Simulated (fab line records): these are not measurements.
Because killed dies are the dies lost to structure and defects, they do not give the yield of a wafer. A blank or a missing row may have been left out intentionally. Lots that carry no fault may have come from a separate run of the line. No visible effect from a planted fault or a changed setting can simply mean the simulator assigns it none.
Which tool did it? + flow nand-harc + 14 lots with 42 wafers sampled at 5 steps, on a route of 1159 steps

== WHAT EACH GAUGE READ, for each wafer ==
NHARC_THIN_TSV_THK_MEAS_02: measures by ir.
| lot  | measured     | on            | thk-nm (nm)    |
|------|--------------|---------------|----------------|
| L810 | day 19 08:27 | film-metro-01 | 3296 3151 3077 |
| L812 | day 19 15:24 | film-metro-01 | 3050 2907 2897 |
| L813 | day 19 16:36 | film-metro-01 | 2829 3028 2834 |
| L811 | day 19 20:28 | film-metro-01 | 3384 3409 3341 |
| L815 | day 20 06:31 | film-metro-02 | 2807 3059 2814 |
| L814 | day 20 15:42 | film-metro-02 | 2952 2750 2801 |
| L817 | day 20 14:29 | film-metro-02 | 3153 2901 3004 |
| L816 | day 21 03:39 | film-metro-01 | 2802 3344 2883 |
| L820 | day 21 11:05 | film-metro-02 | 2521 2846 2554 |
| L819 | day 21 12:17 | film-metro-02 | 2840 2441 2749 |
| L821 | day 21 13:31 | film-metro-02 | 2981 2695 2650 |
| L827 | day 22 20:38 | film-metro-02 | 3116 2785 3103 |
| L829 | day 23 10:43 | film-metro-01 | 3324 3134 3301 |
| L830 | day 23 23:56 | film-metro-01 | 3200 3338 3035 |

NHARC_THIN_TSV_CD_MEAS_16.
| lot  | measured     | on        | cd-nm (nm)           |
|------|--------------|-----------|----------------------|
| L810 | day 19 10:28 | cd-sem-03 | 1000.4 998.5 1002.0  |
| L812 | day 19 17:37 | cd-sem-03 | 1000.1 1000.7 1000.7 |
| L813 | day 19 18:37 | cd-sem-02 | 1000.5 998.7 1002.4  |
| L811 | day 19 22:29 | cd-sem-02 | 996.7 1000.8 995.7   |
| L815 | day 20 08:32 | cd-sem-02 | 999.8 997.2 1000.3   |
| L814 | day 20 17:51 | cd-sem-02 | 1002.9 999.6 999.2   |
| L817 | day 20 16:29 | cd-sem-03 | 1002.3 996.8 998.0   |
| L816 | day 21 05:35 | cd-sem-01 | 1002.9 999.7 1003.4  |
| L820 | day 21 13:05 | cd-sem-01 | 1002.9 998.6 999.1   |
| L819 | day 21 14:38 | cd-sem-03 | 998.4 1000.8 999.0   |
| L821 | day 21 15:42 | cd-sem-01 | 997.3 1000.2 997.1   |
| L827 | day 22 22:39 | cd-sem-03 | 997.2 1002.0 996.8   |
| L829 | day 23 12:44 | cd-sem-01 | 1000.2 999.4 998.9   |
| L830 | day 24 01:50 | cd-sem-03 | 997.3 998.4 999.8    |

NHARC_END_SORT_01.
| lot  | measured     | on        | killed-at-array | killed-at-other | killed-at-periphery | killed-dies | killed-open | killed-short |
|------|--------------|-----------|-----------------|-----------------|---------------------|-------------|-------------|--------------|
| L827 | day 23 19:26 | prober-02 | 104 109 113     | 0 0 0           | 2 8 2               | 106 117 115 | 7 5 4       | 1 3 5        |
| L829 | day 24 09:18 | prober-01 | 100 87 83       | 0 0 0           | 2 1 2               | 102 88 85   | 2 1 1       | 3 3 1        |

== WHAT TOOL EACH LOT RAN ON (gives the tool, then ch and the chambers of the sampled wafers, and finally the start) ==
| lot  | NHARC_A_CONTACT_ETCH_116             | NHARC_THIN_TSV_PVD_19                   |
|------|--------------------------------------|-----------------------------------------|
| L810 | har-cap-etch-03 ch 0,1, day 16 00:35 | pvd-sputter-01, no start                |
| L812 | har-cap-etch-01 ch 0,1, day 17 05:47 | pvd-sputter-02, no start                |
| L813 | har-cap-etch-03 ch 0,1, day 17 05:49 | pvd-sputter-01, no start                |
| L811 | har-cap-etch-02 ch 0,1, day 17 10:40 | pvd-sputter-02, no start                |
| L815 | har-cap-etch-03 ch 0,1, day 17 23:10 | pvd-sputter-02, no start                |
| L814 | har-cap-etch-01 ch 0,1, day 18 06:11 | pvd-sputter-01, no start                |
| L817 | har-cap-etch-02 ch 0,1, day 18 09:58 | pvd-sputter-01, no start                |
| L816 | har-cap-etch-03 ch 0,1, day 18 23:01 | pvd-sputter-01, no start                |
| L820 | har-cap-etch-02 ch 0,1, day 19 07:55 | pvd-sputter-03, no start                |
| L819 | har-cap-etch-01 ch 0,1, day 19 11:31 | pvd-sputter-01, no start                |
| L821 | har-cap-etch-03 ch 0,1, day 19 11:55 | pvd-sputter-01, no start                |
| L827 | har-cap-etch-01 ch 0,1, day 20 03:11 | pvd-sputter-03, day 23 19:26 or earlier |
| L829 | har-cap-etch-01 ch 0,1, day 21 05:52 | pvd-sputter-02, day 24 09:18 or earlier |
| L830 | har-cap-etch-03 ch 0,1, day 21 21:23 | pvd-sputter-02, no start                |
- NHARC_A_CONTACT_ETCH_116: etches the open film in C4F8/O2/Ar, time 94 s, target depth 922 nm.
- NHARC_THIN_TSV_PVD_19: deposits TaN, target thk 20 nm.

== WHAT THE TOOLS THEMSELVES READ (means of the sampled wafers that have a number; where no wafer has one, the mark that the record gives instead) ==
NHARC_THIN_TSV_PVD_19.
| lot  | tool           | throttle-valve-pct (%) |
|------|----------------|------------------------|
| L810 | pvd-sputter-01 | 31.1                   |
| L812 | pvd-sputter-02 | 29.7                   |
| L813 | pvd-sputter-01 | 30.8                   |
| L811 | pvd-sputter-02 | 29.8                   |
| L815 | pvd-sputter-02 | 29.6                   |
| L814 | pvd-sputter-01 | 30.3                   |
| L817 | pvd-sputter-01 | 31.1                   |
| L816 | pvd-sputter-01 | 31.6                   |
| L820 | pvd-sputter-03 | 29.9                   |
| L819 | pvd-sputter-01 | 30.4                   |
| L821 | pvd-sputter-01 | 30.0                   |
| L827 | pvd-sputter-03 | 30.2                   |
| L829 | pvd-sputter-02 | 29.6                   |
| L830 | pvd-sputter-02 | 30.1                   |

== THE ANSWER, worked out from the rows above alone ==
Rule: the usual values come from the lots themselves. The widest of any qualifying gaps counts: lots, ordered by their means at a reading, are off when they make up no more than a third of the lots, leave a main group of 4 or more, and stand apart from it by 3 or more times the standard deviation of that group's means. If all means in a main group match to the digits the tables above print for the reading, that group is not used. Also off: a lot with no number at a reading for which 4 or more lots have one. Any other lot the step has rows for is counted as sound. Order of review: gauges by route order, followed by the tools' own readings, for which a lot's mean as printed above is used. The first step at which some lot is off is used, and at that step the reading that is off furthest; a lot without a number counts as furthest.
Across all readings shown, no lot is off: no conclusion can be drawn from this.

== WHAT THE SIMULATOR HAD INSERTED ==
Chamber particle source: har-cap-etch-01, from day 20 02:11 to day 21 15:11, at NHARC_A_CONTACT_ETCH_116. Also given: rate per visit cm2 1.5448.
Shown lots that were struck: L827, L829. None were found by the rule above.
